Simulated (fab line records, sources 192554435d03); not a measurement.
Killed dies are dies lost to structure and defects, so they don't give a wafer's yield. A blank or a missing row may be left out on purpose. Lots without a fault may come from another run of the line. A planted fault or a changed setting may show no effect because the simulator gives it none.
fab line records | flow n5_finfet
record lots=13 wafers=39 last_day=22
route steps=1938 shown GATE_CUT@499 MOL_CONTACT_COAG@532 BEOL_M4@1111
lots that met no fault: from a run of the same line without faults
start_h: hours from the record's first day to the start of the lot's first wafer shown | wait_h: hours since the lot's step before | " the same as in the row above | L1.1+2: a row that stands for several wafers | - no value, or no start given | * or withheld: withheld | < > ~ a bound
route shown NAME@n: a module of which the file shows steps, and the number in the route of the first | usual: mean/standard deviation of fault-free wafers | same: alike in all rows | chamber/n: place in a boat | sites: the reading at each site | _std_site: their standard deviation | _edge_site: outer sites' mean less inner sites' | radius_mm: how far each site lies from the wafer's centre | mask NAME#n: copy n | behind: the tool/chamber that last shaped the wafer | hold: why the lot was held/for how many hours/how that ended | device: the transistor (n, p or np) that didn't switch | end of line: the same wafers' tests at the end of the route | a step without rows: its recipe alone | killed: dies lost to structure and defects at the first sort, not the wafer's yield | map: a wafer's dies, x killed, . not, _ none there
set.NAME: the setting as run; set.NAME@STEP: as run at that earlier step | model.NAME: the simulator's own value behind a step, which no gauge read
steps of the route over a sample of lots; a table a step, a row a wafer
services: from which hour (start_h, from the record's first day; less than 0 if before it) a tool's chamber was out of use, for how many hours, and why
## steps
# step N5_GATE_CUT_ETCH_19
# recipe chemistry=CH3F/O2 target=SiNx mask_material=SiO2 target_depth_a=537 time_s=76.7 pressure_mtorr=30 source_w=395 bias_w=73 Ar_flow_sccm=150 CH3F_flow_sccm=30 O2_flow_sccm=20 ion_energy_ev=120 ends=cleared
# usual CH3F_flow_sccm=29.99/0.11 O2_flow_sccm=20.01/0.061 drypump_motor_current_A=5.9/0.38 etch_rf_on_time_s=76.9/0.9 oes_product_au=0.69/0.077 rf_vpp_V=296/3.6 showerhead_plenum_p_Torr=1.99/0.063 throttle_valve_pct=16.34/0.17
# columns lot.wafer tool chamber start_h wait_h CH3F_flow_sccm O2_flow_sccm drypump_motor_current_A etch_rf_on_time_s oes_product_au rf_hours_counter_h rf_vpp_V showerhead_plenum_p_Torr throttle_valve_pct
L286.2 rie_diel-01 0 95.57 0.0 29.96 19.97 5.4 77.7 0.59 240 296 1.98 16.71
L286.4 " 0 " " 29.84 20.03 5.4 78.7 0.59 - 295 1.98 16.72
L286.5 " 2 " " 30.04 19.99 5.7 76.2 0.74 - 302 2.03 16.45
L289.4 rie_diel-03 2 107.56 0.0 30.01 20.04 5.8 76.2 0.74 - 294 2.04 16.22
L289.5 " 0 " " 30.01 20.09 6.0 77.0 0.78 - 302 1.97 16.36
L289.6 " 1 " " 30.20 19.96 5.2 78.1 0.60 - 302 2.07 16.17
L290.1 rie_diel-06 3 114.78 0.0 30.08 19.89 5.8 78.2 0.60 212 293 1.90 16.23
L290.3 " 2 " " 30.10 19.96 5.5 76.4 0.70 86 296 2.03 16.24
L290.4 " 0 " " 30.13 19.93 6.5 77.1 0.67 124 298 2.09 16.28
L293.1 rie_diel-01 3 134.74 0.0 30.00 20.01 6.1 75.1 0.80 12 291 2.04 16.11
L293.3 " 2 " " 30.03 20.11 5.7 77.0 0.71 59 300 2.03 16.48
L293.6 " 1 " " 30.06 20.00 5.6 78.0 0.61 - 294 1.90 16.62
L297.3 rie_diel-03 1 157.84 0.0 29.99 20.01 5.2 77.5 0.60 214 300 2.06 16.22
L297.5 " 0 " " 30.05 20.15 6.0 77.6 0.76 - 301 1.96 16.41
L297.6 " 1 " " 29.94 19.93 5.2 77.5 0.60 - 302 2.06 16.22
L298.2 rie_diel-06 3 163.57 0.0 29.93 19.93 5.8 77.3 0.59 227 294 1.89 16.26
L298.4 " 1 " " 29.98 20.06 6.2 76.1 0.83 6 291 1.97 16.31
L298.6 " 1 " " 29.82 20.02 6.3 75.8 0.83 - 291 1.97 16.31
L299.2 rie_diel-06 2 168.51 0.0 29.96 19.88 5.5 76.0 0.69 102 298 2.02 16.29
L299.5 " 0 " " 29.97 19.96 6.5 77.7 0.65 - 300 2.09 16.31
L299.6 " 1 " " 29.97 20.00 6.3 76.1 0.83 - 291 1.97 16.32
L300.1 rie_diel-03 2 174.31 0.0 29.88 19.92 5.9 76.8 0.72 50 294 2.04 16.27
L300.2 " 3 " " 29.96 19.98 6.2 77.0 0.70 93 294 1.93 16.15
L300.3 " 0 " " 29.96 20.14 6.0 77.1 0.75 35 300 1.96 16.42
L301.3 rie_diel-01 1 181.21 0.0 29.98 20.07 5.6 78.2 0.60 236 295 1.89 16.65
L301.5 " 1 " " 29.97 19.93 5.6 77.9 0.61 - 293 1.89 16.66
L301.6 " 2 " " 30.02 20.04 5.7 76.7 0.70 - 300 2.02 16.51
L304.1 rie_diel-01 3 196.68 0.0 30.11 19.95 6.1 75.1 0.77 34 292 2.04 16.12
L304.4 " 1 " " 29.93 20.06 5.6 77.4 0.61 242 292 1.89 16.65
L304.5 " 1 " " 30.08 19.97 5.6 77.7 0.60 - 296 1.89 16.66
L305.1 rie_diel-01 1 203.60 0.0 29.82 20.02 5.6 77.6 0.60 245 294 1.89 16.66
L305.5 " 3 " " 29.91 20.00 6.0 74.7 0.77 - 292 2.03 16.13
L305.6 " 0 " " 30.05 20.12 5.4 74.9 0.78 - 295 1.97 16.30
L306.4 rie_diel-03 1 210.72 0.0 30.24 20.00 5.2 78.1 0.59 231 302 2.06 16.24
L306.5 " 0 " " 30.14 20.03 6.0 76.5 0.73 - 300 1.96 16.44
L306.6 " 1 " " 30.12 20.03 5.2 77.5 0.59 - 301 2.06 16.27
L307.3 rie_diel-03 0 218.03 0.0 30.04 19.99 6.0 76.3 0.73 50 300 1.96 16.45
L307.4 " 3 " " 29.97 19.94 6.2 77.7 0.68 106 294 1.93 16.18
L307.6 " 0 " " 29.91 19.99 6.0 76.6 0.73 - 300 1.96 16.45
# step N5_GATE_CUT_CMP_23
# recipe stop_on=SiO2 t_overpolish_s=23.4 post_cmp_clean=alkaline_brush down_force_psi=2.5 platen_rpm=51.8 pad_velocity_m_s=1.0307 target_thk_nm=16
# usual motor_current_A=9.2/1 overpolish_run_s=23.401/0.0091 slurry_filter_dp_kPa=13.50/0.14 time_to_endpoint_s=19.6/2.1
# same t_overpolish_s=23.4
# columns lot.wafer tool chamber start_h wait_h motor_current_A overpolish_run_s slurry_filter_dp_kPa time_to_endpoint_s
L286.4 cmp-04 2 97.87 0.0 9.0 23.398 13.41 18.7
L286.2 " 3 " " 10.1 23.408 13.76 19.7
L286.5 " 3 " " 10.3 23.392 13.40 18.1
L289.4 cmp-04 1 109.68 0.9 11.1 23.404 13.31 20.5
L289.6 " 2 " " 8.7 23.396 13.61 18.9
L289.5 " 3 " " 10.0 23.409 13.75 22.4
L290.3 cmp-03 3 116.95 0.9 9.3 23.400 13.53 20.3
L290.4 " 1 " " 8.9 23.407 13.21 18.7
L290.1 " 2 " " 8.6 23.405 13.56 18.2
L293.3 cmp-03 2 136.82 0.8 8.1 23.396 13.61 19.9
L293.1 " 0 " " 9.6 23.406 13.42 22.1
L293.6 " 1 " " 9.4 23.399 13.28 20.5
L297.3 cmp-03 2 160.00 0.9 8.2 23.406 13.55 18.8
L297.5 " 3 " " 9.6 23.412 13.50 19.5
L297.6 " 0 " " 8.8 23.393 13.44 21.9
L298.4 cmp-03 1 166.34 0.8 9.0 23.386 13.39 20.9
L298.2 " 2 " " 8.4 23.388 13.68 21.7
L298.6 " 1 " " 9.4 23.414 13.48 20.0
L299.2 cmp-01 3 170.68 0.9 10.4 23.418 13.62 17.0
L299.6 " 0 " " 9.2 23.398 13.18 18.8
L299.5 " 1 " " 6.9 23.400 13.55 16.4
L300.2 cmp-03 2 176.35 0.8 8.4 23.404 13.43 25.0
L300.1 " 0 " " 8.7 23.413 13.60 19.2
L300.3 " 1 " " 9.0 23.406 13.46 19.6
L301.3 cmp-03 0 183.66 0.9 8.8 23.399 13.39 20.2
L301.5 " 1 " " 9.2 23.397 13.53 19.8
L301.6 " 2 " " 8.7 23.392 13.41 19.6
L304.1 cmp-01 2 198.80 0.8 10.6 23.409 13.45 18.8
L304.4 " 3 " " 10.7 23.416 13.49 20.7
L304.5 " 0 " " 9.1 23.402 13.70 19.5
L305.1 cmp-01 3 205.68 0.8 10.1 23.393 13.58 24.5
L305.5 " 2 " " 10.3 23.402 13.44 20.4
L305.6 " 3 " " 10.2 23.408 13.57 24.9
L306.4 cmp-03 1 212.80 0.8 9.4 23.403 13.66 19.0
L306.6 " 1 " " 9.5 23.404 13.52 20.6
L306.5 " 2 " " 8.3 23.408 13.75 19.1
L307.3 cmp-03 3 220.08 0.8 9.5 23.410 13.83 16.9
L307.4 " 2 " " 8.5 23.399 13.56 20.5
L307.6 " 0 " " 8.7 23.408 13.49 18.3
# step N5_MOL_CONTACT_COAG_ETCH_106
# recipe chemistry=N2/H2 target=SOC target_depth_a=800 overetch_a=160 mask_material=SiARC temp_c=40 time_s=120 ion_energy_ev=200 pressure_mtorr=30 source_w=840 bias_w=150 n2_flow_sccm=200 h2_flow_sccm=200
# usual bias_w=150.1/0.47 chamber_pressure_mTorr=30.001/0.023 drypump_motor_current_A=5.7/0.39 oes_product_au=0.69/0.074 rf_vpp_V=524.1/2.9 showerhead_plenum_p_Torr=2.55/0.1 throttle_valve_pct=17.94/0.14
# columns lot.wafer tool chamber start_h wait_h bias_w chamber_pressure_mTorr drypump_motor_current_A oes_product_au rf_hours_counter_h rf_vpp_V showerhead_plenum_p_Torr throttle_valve_pct
L286.2 rie_diel-04 0 99.47 0.0 150.2 29.987 6.1 0.62 230 518.8 2.41 18.08
L286.4 " 3 " " 149.6 29.990 5.2 0.64 204 525.9 2.62 18.08
L286.5 " 2 " " 149.3 30.005 5.2 0.65 - 522.0 2.52 17.79
L289.4 rie_diel-04 3 111.29 0.0 150.0 29.984 5.1 0.64 209 525.5 2.62 18.08
L289.5 " 2 " " 150.9 30.034 5.2 0.64 - 524.1 2.52 17.79
L289.6 " 1 " " 150.2 30.025 5.6 0.85 - 522.7 2.49 17.90
L290.1 rie_diel-02 1 118.88 0.0 150.1 30.021 5.8 0.68 145 527.0 2.65 17.79
L290.3 " 3 " " 150.3 30.011 5.6 0.71 124 520.9 2.45 17.98
L290.4 " 2 " " 150.3 30.044 5.7 0.74 76 528.7 2.69 17.94
L293.1 rie_diel-04 1 138.32 0.0 149.7 30.011 5.6 0.82 25 522.5 2.49 17.92
L293.3 " 2 " " 150.4 29.976 5.2 0.64 195 524.3 2.51 17.81
L293.6 " 3 " " 149.4 30.041 5.1 0.63 - 525.9 2.61 18.10
L297.3 rie_diel-02 1 161.91 0.0 149.9 29.992 5.7 0.66 161 527.0 2.64 17.81
L297.5 " 2 " " 149.6 29.979 5.7 0.72 - 527.9 2.68 18.00
L297.6 " 1 " " 149.9 30.004 5.7 0.66 - 527.0 2.64 17.82
L298.2 rie_diel-04 2 167.85 0.0 - - - - - - - -
L298.4 " 3 " " - - - - - - - -
L298.6 " 1 " " - - - - - - - -
L299.2 rie_diel-05 3 172.23 0.0 - - - - - - - -
L299.5 " 2 " " - - - - - - - -
L299.6 " 3 " " - - - - - - - -
L300.1 rie_diel-04 3 178.12 0.0 - - - - - - - -
L300.2 " 0 " " - - - - - - - -
L300.3 " 2 " " - - - - - - - -
L301.3 rie_diel-02 1 185.23 0.0 149.4 29.989 5.8 0.66 170 526.8 2.64 17.83
L301.5 " 3 " " 149.9 29.946 5.6 0.69 - 520.9 2.44 18.02
L301.6 " 0 " " 150.1 29.981 5.6 0.64 - 519.5 2.42 17.76
L304.1 rie_diel-04 1 200.26 0.0 150.7 29.972 5.5 0.80 50 520.8 2.48 17.96
L304.4 " 2 " " 150.0 30.046 5.1 0.63 220 522.9 2.50 17.85
L304.5 " 0 " " 150.3 29.961 6.1 0.85 - 529.0 2.72 17.69
L305.1 rie_diel-04 3 207.19 0.0 149.4 30.007 5.1 0.62 248 526.5 2.60 18.14
L305.5 " 1 " " 150.3 30.011 5.6 0.79 - 523.4 2.48 17.98
L305.6 " 2 " " 150.3 30.008 5.1 0.62 - 522.6 2.50 17.86
L306.4 rie_diel-02 2 214.46 0.0 150.8 30.042 5.7 0.70 108 527.6 2.67 18.04
L306.5 " 3 " " 150.5 29.982 5.6 0.69 - 521.2 2.44 18.02
L306.6 " 2 " " 151.6 30.018 5.7 0.70 - 526.4 2.67 18.03
L307.3 rie_diel-02 1 221.75 0.0 150.1 29.999 5.7 0.65 181 526.7 2.64 17.83
L307.4 " 0 " " 149.9 29.980 5.6 0.63 207 519.5 2.42 17.77
L307.6 " 2 " " 149.7 30.004 5.7 0.70 - 525.8 2.67 18.03
# step N5_MOL_CONTACT_COAG_CONTACT_ETCH_14
# recipe chemistry=C4F6/O2 target=SiO2 target_depth_a=275 overetch_a=85 mask_material=SOC pressure_mtorr=30 source_w=370 bias_w=185 Ar_flow_sccm=300 C4F6_flow_sccm=16 O2_flow_sccm=10 time_s=20 ion_energy_ev=259.6
# usual C4F6_flow_sccm=16.00/0.046 O2_flow_sccm=10.000/0.03 drypump_motor_current_A=5.7/0.4 oes_product_au=0.65/0.07 rf_vpp_V=693/3.7 showerhead_plenum_p_Torr=2.89/0.1 throttle_valve_pct=21.35/0.12
# columns lot.wafer tool chamber start_h wait_h C4F6_flow_sccm O2_flow_sccm drypump_motor_current_A oes_product_au rf_hours_counter_h rf_vpp_V showerhead_plenum_p_Torr throttle_valve_pct
L286.2 rie_diel-04 0 99.57 0.0 16.02 9.955 6.1 0.60 230 689 2.73 21.39
L286.4 " 3 " " 16.06 9.977 5.1 0.61 204 696 2.96 21.35
L286.5 " 2 " " 16.03 10.004 5.2 0.62 - 691 2.87 21.33
L289.4 rie_diel-04 3 111.39 0.0 15.98 9.970 5.1 0.61 209 696 2.96 21.38
L289.5 " 2 " " 16.01 9.984 5.2 0.61 - 692 2.86 21.34
L289.6 " 1 " " 15.95 10.016 5.5 0.80 - 693 2.82 21.36
L290.1 rie_diel-02 1 118.98 0.0 16.00 10.030 5.7 0.65 145 696 2.99 21.22
L290.3 " 3 " " 15.89 10.029 5.6 0.68 124 689 2.78 21.41
L290.4 " 2 " " 15.97 10.033 5.7 0.71 76 697 3.02 21.29
L293.1 rie_diel-04 1 138.42 0.0 15.95 9.995 5.5 0.78 25 692 2.82 21.37
L293.3 " 2 " " 16.01 10.015 5.2 0.60 195 693 2.86 21.36
L293.6 " 3 " " 16.02 9.951 5.1 0.61 - 696 2.95 21.39
L297.3 rie_diel-02 1 162.01 0.0 16.04 10.003 5.7 0.63 161 697 2.99 21.25
L297.5 " 2 " " 15.97 9.962 5.7 0.69 - 699 3.01 21.33
L297.6 " 1 " " 16.04 10.040 5.7 0.63 - 697 2.99 21.25
L298.2 rie_diel-04 2 167.95 0.0 16.00 9.945 5.2 0.27 206 690 2.85 21.18
L298.4 " 3 " " 15.98 9.980 5.1 0.26 - 696 2.95 21.20
L298.6 " 1 " " 15.96 10.026 5.5 0.33 - 691 2.81 21.19
L299.2 rie_diel-05 3 172.33 0.0 15.98 9.988 6.6 0.27 190 697 2.98 21.20
L299.5 " 2 " " 16.08 9.997 5.7 0.26 - 696 2.96 21.46
L299.6 " 3 " " 15.94 10.012 6.6 0.27 - 695 2.98 21.19
L300.1 rie_diel-04 3 178.22 0.0 16.06 9.977 5.1 0.26 236 695 2.95 21.21
L300.2 " 0 " " 15.97 9.988 6.1 0.37 0 698 3.06 20.87
L300.3 " 2 " " 16.06 9.998 5.1 0.27 212 692 2.85 21.20
L301.3 rie_diel-02 1 185.33 0.0 15.88 10.022 5.8 0.63 170 695 2.98 21.23
L301.5 " 3 " " 16.02 10.002 5.6 0.66 - 689 2.77 21.45
L301.6 " 0 " " 16.05 10.005 5.6 0.61 - 689 2.75 21.24
L304.1 rie_diel-04 1 200.36 0.0 16.07 10.018 5.6 0.75 50 691 2.80 21.41
L304.4 " 2 " " 15.97 10.004 5.1 0.60 220 690 2.85 21.40
L304.5 " 0 " " 16.03 10.016 6.1 0.81 - 697 3.05 21.09
L305.1 rie_diel-04 3 207.29 0.0 16.02 9.983 5.1 0.59 248 696 2.94 21.44
L305.5 " 1 " " 15.97 10.002 5.5 0.75 - 691 2.80 21.41
L305.6 " 2 " " 16.00 10.021 5.2 0.60 - 691 2.85 21.39
L306.4 rie_diel-02 2 214.56 0.0 16.01 9.996 5.7 0.67 108 698 3.00 21.35
L306.5 " 3 " " 16.04 10.057 5.6 0.65 - 690 2.76 21.45
L306.6 " 2 " " 16.03 10.000 5.7 0.68 - 695 3.01 21.34
L307.3 rie_diel-02 1 221.85 0.0 15.99 10.000 5.8 0.63 181 697 2.98 21.24
L307.4 " 0 " " 16.07 10.027 5.6 0.60 207 687 2.75 21.24
L307.6 " 2 " " 16.04 10.025 5.6 0.67 - 698 3.00 21.35
# step N5_MOL_CONTACT_COAG_ETCH_15
# recipe chemistry=CH3F/O2 target=SiNx target_depth_a=70 mask_material=SOC stop_on=Si:P over_etch_frac=0.75 ion_energy_ev=120 pressure_mtorr=30 source_w=395 bias_w=73 Ar_flow_sccm=150 CH3F_flow_sccm=30 O2_flow_sccm=20
# usual CH3F_flow_sccm=30.01/0.087 O2_flow_sccm=20.00/0.056 drypump_motor_current_A=5.7/0.39 oes_product_au=0.56/0.061 rf_vpp_V=297.7/3 showerhead_plenum_p_Torr=2.01/0.076 throttle_valve_pct=16.42/0.13
# columns lot.wafer tool chamber start_h wait_h CH3F_flow_sccm O2_flow_sccm drypump_motor_current_A oes_product_au rf_hours_counter_h rf_vpp_V showerhead_plenum_p_Torr throttle_valve_pct
L286.2 rie_diel-04 0 99.60 0.0 30.00 20.06 6.1 0.51 230 297.0 1.89 16.51
L286.4 " 3 " " 30.11 20.03 5.1 0.52 204 299.4 2.06 16.47
L286.5 " 2 " " 30.04 20.05 5.2 0.53 - 295.9 1.99 16.43
L289.4 rie_diel-04 3 111.42 0.0 30.05 20.08 5.1 0.53 209 299.0 2.06 16.48
L289.5 " 2 " " 30.07 20.03 5.2 0.53 - 295.3 1.99 16.43
L289.6 " 1 " " 29.96 20.06 5.5 0.69 - 297.2 1.96 16.37
L290.1 rie_diel-02 1 119.02 0.0 30.10 20.00 5.7 0.56 145 297.9 2.08 16.31
L290.3 " 3 " " 30.12 19.97 5.6 0.58 124 294.9 1.93 16.46
L290.4 " 2 " " 29.96 19.89 5.7 0.60 76 302.4 2.10 16.32
L293.1 rie_diel-04 1 138.45 0.0 29.95 19.99 5.6 0.68 25 296.7 1.95 16.38
L293.3 " 2 " " 30.11 20.06 5.2 0.52 195 295.1 1.99 16.44
L293.6 " 3 " " 29.89 20.00 5.1 0.52 - 298.1 2.05 16.49
L297.3 rie_diel-02 1 162.04 0.0 29.91 19.99 5.7 0.55 161 296.2 2.08 16.35
L297.5 " 2 " " 30.09 20.04 5.7 0.59 - 301.2 2.10 16.36
L297.6 " 1 " " 30.03 19.96 5.7 0.54 - 296.8 2.08 16.33
L298.2 rie_diel-04 2 167.98 0.0 29.98 20.04 5.2 0.27 206 294.9 1.98 16.45
L298.4 " 3 " " 29.94 19.95 5.1 0.26 - 297.3 2.05 16.48
L298.6 " 1 " " 29.85 20.02 5.6 0.33 - 297.0 1.95 16.37
L299.2 rie_diel-05 3 172.36 0.0 29.91 19.97 6.6 0.27 190 295.3 2.07 16.46
L299.5 " 2 " " 30.05 20.10 5.8 0.27 - 294.5 2.06 16.73
L299.6 " 3 " " 29.86 19.93 6.6 0.27 - 295.6 2.07 16.45
L300.1 rie_diel-04 3 178.26 0.0 29.91 19.84 5.1 0.26 236 298.3 2.05 16.50
L300.2 " 0 " " 29.95 19.90 6.1 0.38 0 299.2 2.13 16.07
L300.3 " 2 " " 29.96 20.14 5.2 0.26 212 295.1 1.98 16.44
L301.3 rie_diel-02 1 185.36 0.0 30.09 19.99 5.8 0.55 170 297.2 2.08 16.36
L301.5 " 3 " " 29.93 20.06 5.6 0.57 - 296.0 1.92 16.50
L301.6 " 0 " " 30.01 20.11 5.6 0.52 - 298.3 1.91 16.32
L304.1 rie_diel-04 1 200.40 0.0 29.92 19.99 5.6 0.64 50 297.5 1.95 16.43
L304.4 " 2 " " 29.99 19.98 5.2 0.51 220 294.8 1.98 16.51
L304.5 " 0 " " 30.00 20.03 6.1 0.69 - 300.5 2.13 16.10
L305.1 rie_diel-04 3 207.33 0.0 29.92 20.02 5.1 0.50 248 298.7 2.04 16.55
L305.5 " 1 " " 29.81 19.99 5.6 0.65 - 298.0 1.95 16.43
L305.6 " 2 " " 30.04 19.96 5.2 0.51 - 294.3 1.98 16.51
L306.4 rie_diel-02 2 214.60 0.0 30.03 20.01 5.6 0.58 108 300.6 2.09 16.39
L306.5 " 3 " " 29.97 19.98 5.6 0.56 - 295.9 1.92 16.53
L306.6 " 2 " " 30.20 19.94 5.6 0.58 - 303.3 2.09 16.40
L307.3 rie_diel-02 1 221.88 0.0 29.88 19.91 5.7 0.54 181 298.1 2.07 16.37
L307.4 " 0 " " 30.08 20.07 5.6 0.52 207 298.1 1.90 16.36
L307.6 " 2 " " 30.00 20.04 5.7 0.58 - 300.3 2.09 16.41
# step N5_MOL_CONTACT_COAG_CD_MEAS_99
# recipe target_cd_nm=17.2 polarity=opening
# usual cd_nm=17.16/0.3
# columns lot.wafer tool chamber start_h wait_h cd_nm
L286.2 cd_sem-01 - 99.79 - 17.01
L286.4 " - " " 16.88
L286.5 " - " " 17.29
L289.4 cd_sem-03 - 111.60 - 16.94
L289.5 " - " " 17.23
L289.6 " - " " 17.39
L290.1 cd_sem-01 - 119.20 - 17.19
L290.3 " - " " 17.14
L290.4 " - " " 16.93
L293.1 cd_sem-02 - 138.63 - 17.38
L293.3 " - " " 16.42
L293.6 " - " " 17.44
L297.3 cd_sem-02 - 162.22 - 17.58
L297.5 " - " " 17.54
L297.6 " - " " 17.09
L298.2 cd_sem-03 - 168.16 - -
L298.4 " - " " -
L298.6 " - " " -
L299.2 cd_sem-02 - 172.54 - -
L299.5 " - " " -
L299.6 " - " " -
L300.1 cd_sem-02 - 178.43 - -
L300.2 " - " " -
L300.3 " - " " -
L301.3 cd_sem-01 - 185.54 - 17.46
L301.5 " - " " 16.65
L301.6 " - " " 16.98
L304.1 cd_sem-01 - 200.58 - 17.21
L304.4 " - " " 16.62
L304.5 " - " " 17.01
L305.1 cd_sem-02 - 207.51 - 17.24
L305.5 " - " " 17.20
L305.6 " - " " 17.29
L306.4 cd_sem-02 - 214.78 - 17.73
L306.5 " - " " 17.01
L306.6 " - " " 17.42
L307.3 cd_sem-01 - 222.06 - 17.47
L307.4 " - " " 17.68
L307.6 " - " " 17.86
# step N5_MOL_CONTACT_COAG_TI_SIL_19
# recipe material=Ti target_thk_a=42 temp_c=200 chamber_pressure_pa=5 power_w=5000 time_s=15
# usual throttle_valve_pct=29.4/0.95
# columns lot.wafer tool chamber start_h wait_h throttle_valve_pct
L286.2 pvd_sputter-01 - 101.02 0.5 28.1
L286.4 " - " " 29.9
L286.5 " - " " 30.1
L289.4 pvd_sputter-01 - 112.08 0.1 30.0
L289.5 " - " " 29.4
L289.6 " - " " 30.1
L290.1 pvd_sputter-02 - 121.47 0.2 30.9
L290.3 " - " " 30.1
L290.4 " - " " 28.8
L293.1 pvd_sputter-03 - 139.31 0.2 28.6
L293.3 " - " " 29.5
L293.6 " - " " 29.3
L297.3 pvd_sputter-01 - 162.68 0.1 29.8
L297.5 " - " " 29.4
L297.6 " - " " 28.6
L298.2 pvd_sputter-02 - 169.96 0.3 30.9
L298.4 " - " " 30.3
L298.6 " - " " 28.7
L299.2 pvd_sputter-01 - 173.35 0.3 28.3
L299.5 " - " " 29.9
L299.6 " - " " 29.2
L300.1 pvd_sputter-01 - 178.92 0.2 31.5
L300.2 " - " " 30.0
L300.3 " - " " 29.5
L301.3 pvd_sputter-01 - 186.75 0.9 29.7
L301.5 " - " " 28.5
L301.6 " - " " 30.2
L304.1 pvd_sputter-01 - 202.95 0.2 30.2
L304.4 " - " " 31.5
L304.5 " - " " 28.4
L305.1 pvd_sputter-03 - 208.15 0.2 27.8
L305.5 " - " " 28.7
L305.6 " - " " 29.1
L306.4 pvd_sputter-01 - 215.25 0.1 28.6
L306.5 " - " " 29.7
L306.6 " - " " 30.1
L307.3 pvd_sputter-01 - 222.56 0.2 29.1
L307.4 " - " " 28.3
L307.6 " - " " 31.4
# step N5_BEOL_M4_RC_MEAS_101
# usual DIBL_N=36.3/1.1 DIBL_P=36.3/1.4 IOFF_N=0.155/0.019 IOFF_P=0.211/0.027 ION_N=672/8.5 ION_P=462/5.8 SS_N=71.5/0.56 SS_P=73.3/0.52 VT_N=249.9/2.5 VT_P=-249.8/2.8
# columns lot.wafer tool chamber start_h wait_h DIBL_N[mV/V] DIBL_P[mV/V] IOFF_N[nA/um] IOFF_P[nA/um] ION_N[uA/um] ION_P[uA/um] SS_N[mV/dec] SS_P[mV/dec] VT_N[mV] VT_P[mV]
L286.2 prober-01 0 210.19 0.2 37.5 38.2 0.185 0.238 676 460 71.3 74.3 247.9 -248.6
L286.4 " 0 " " 37.8 39.5 0.200 0.248 675 459 73.1 74.2 245.3 -248.1
L286.5 " 0 " " 35.0 35.7 0.143 0.190 670 463 71.3 73.0 250.0 -251.1
L289.4 prober-01 0 238.37 0.5 37.2 37.1 0.172 0.244 676 472 71.9 73.9 248.4 -244.4
L289.5 " 0 " " 36.5 36.6 0.161 0.243 672 467 71.8 73.0 247.0 -247.3
L289.6 " 0 " " 35.9 35.2 0.140 0.227 669 469 71.0 72.7 252.1 -248.4
L290.1 prober-01 0 250.22 0.0 36.3 36.4 0.166 0.199 684 462 71.2 73.6 248.7 -252.6
L290.3 " 0 " " 34.8 33.7 0.135 0.167 677 463 71.3 72.6 252.9 -251.8
L290.4 " 0 " " 36.3 35.6 0.171 0.199 691 465 71.8 73.6 248.2 -250.2
L297.3 prober-01 0 335.78 0.3 34.7 33.6 0.137 0.184 666 458 70.4 72.8 250.3 -251.3
L297.5 " 0 " " 36.8 35.7 0.175 0.211 667 453 71.2 73.8 248.7 -250.6
L297.6 " 0 " " 35.3 34.6 0.146 0.197 665 458 70.7 73.1 248.0 -250.7
L301.3 prober-01 0 351.59 0.3 35.4 36.2 0.143 0.196 665 461 71.9 73.2 253.8 -252.5
L301.5 " 0 " " 35.7 37.6 0.146 0.219 669 463 71.4 73.5 252.3 -248.9
L301.6 " 0 " " 34.8 35.6 0.134 0.186 658 454 72.3 73.0 252.1 -251.9
L306.4 prober-01 0 368.66 0.5 34.9 37.6 0.168 0.241 668 470 70.4 73.3 247.3 -247.3
L306.5 " 0 " " 34.3 36.8 0.150 0.235 673 472 71.7 73.1 249.5 -244.4
L306.6 " 0 " " 34.9 36.6 0.157 0.232 665 465 71.8 72.6 251.7 -248.7
L305.1 prober-02 0 390.06 0.0 36.5 36.4 0.150 0.210 676 466 71.5 72.9 250.0 -250.0
L305.5 " 0 " " 40.0 40.9 0.228 0.301 699 479 72.5 74.0 242.9 -244.8
L305.6 " 0 " " 37.1 37.2 0.171 0.236 677 471 71.1 73.1 246.3 -247.0
L304.1 prober-02 0 391.34 0.0 36.7 36.8 0.160 0.218 677 467 71.3 73.0 248.6 -247.3
L304.4 " 0 " " 37.0 37.5 0.168 0.219 684 468 70.9 72.6 249.9 -248.5
L304.5 " 0 " " 35.8 35.6 0.143 0.199 665 463 71.3 73.0 249.8 -250.6
L293.1 prober-02 0 399.64 0.0 35.6 35.6 0.134 0.184 670 460 71.4 73.3 250.1 -253.3
L293.3 " 0 " " 35.7 36.2 0.138 0.190 664 463 71.3 72.7 251.8 -253.4
L293.6 " 0 " " 36.2 36.6 0.144 0.195 668 461 71.4 73.2 250.7 -251.7
L307.3 prober-01 0 401.12 0.3 35.6 35.2 0.158 0.210 682 464 72.1 73.3 248.2 -248.4
L307.4 " 0 " " 36.3 34.7 0.159 0.200 666 459 72.0 73.4 249.2 -250.9
L307.6 " 0 " " 36.0 35.2 0.158 0.205 675 458 71.3 73.0 249.8 -249.2
## services
# columns tool chamber start_h hours kind
cmp-01 - 74.85 1.1 repair
rie_diel-04 3 81.15 6.9 repair
rie_diel-03 - 82.64 0.7 repair
cmp-01 - 84.98 1.5 repair
cmp-01 - 87.00 1.8 repair
pvd_sputter-02 - 106.49 1.0 repair
rie_diel-03 3 106.94 1.8 repair
cmp-01 - 115.21 8.2 repair
cmp-04 - 116.21 6.9 pm
pvd_sputter-03 - 118.46 0.5 repair
rie_diel-03 0 125.34 6.0 repair
rie_diel-05 1 126.71 2.8 repair
cmp-01 - 130.49 4.0 pm
pvd_sputter-01 - 138.92 4.7 repair
rie_diel-05 2 144.20 3.8 repair
rie_diel-01 2 154.65 6.9 repair
rie_diel-04 0 157.01 - clean
rie_diel-04 0 157.01 - consumable_replace:focus_ring
rie_diel-04 0 157.01 - consumable_replace:showerhead
pvd_sputter-02 - 163.68 5.1 repair
rie_diel-05 - 172.97 2.8 pm
cmp-04 - 187.56 0.4 repair
rie_diel-01 0 189.86 5.1 repair
rie_diel-01 2 208.89 1.8 repair
## key
first_sign step=N5_MOL_CONTACT_COAG_ETCH_106 reading=tool_record direction=missing
effect step=N5_MOL_CONTACT_COAG_CONTACT_ETCH_14 reading=oes_product_au direction=down sigmas=5.3 usual=0.65 struck=0.28
effect step=N5_MOL_CONTACT_COAG_ETCH_15 reading=oes_product_au direction=down sigmas=4.6 usual=0.56 struck=0.29
effect step=N5_MOL_CONTACT_COAG_CD_MEAS_99 reading=cd_nm direction=missing
met_at N5_MOL_CONTACT_COAG_ETCH_106
struck_lots L298,L299,L300
later_rows_left_out L298.2,L298.4,L298.6,L299.2,L299.5,L299.6,L300.1,L300.2,L300.3
sort_left_out L298.2,L298.4,L298.6,L299.2,L299.5,L299.6,L300.1,L300.2,L300.3
not_acting_at N5_GATE_CUT_ETCH_19,N5_GATE_CUT_CMP_23,N5_MOL_CONTACT_COAG_TI_SIL_19
onset_between 138.32 167.85
fault kind=skipped_step_whole tool=rie_diel-04,rie_diel-05 chamber=- onset_h=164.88 steps=N5_MOL_CONTACT_COAG_ETCH_106 scope=struck_lots_only
# sort_left_out: the simulated sort isn't trusted on such a fault, so these wafers' sort isn't shown, and their yield isn't known
# later_rows_left_out: the simulator's readings of these wafers behind a module that went badly wrong aren't trusted and aren't shown, but for the sort
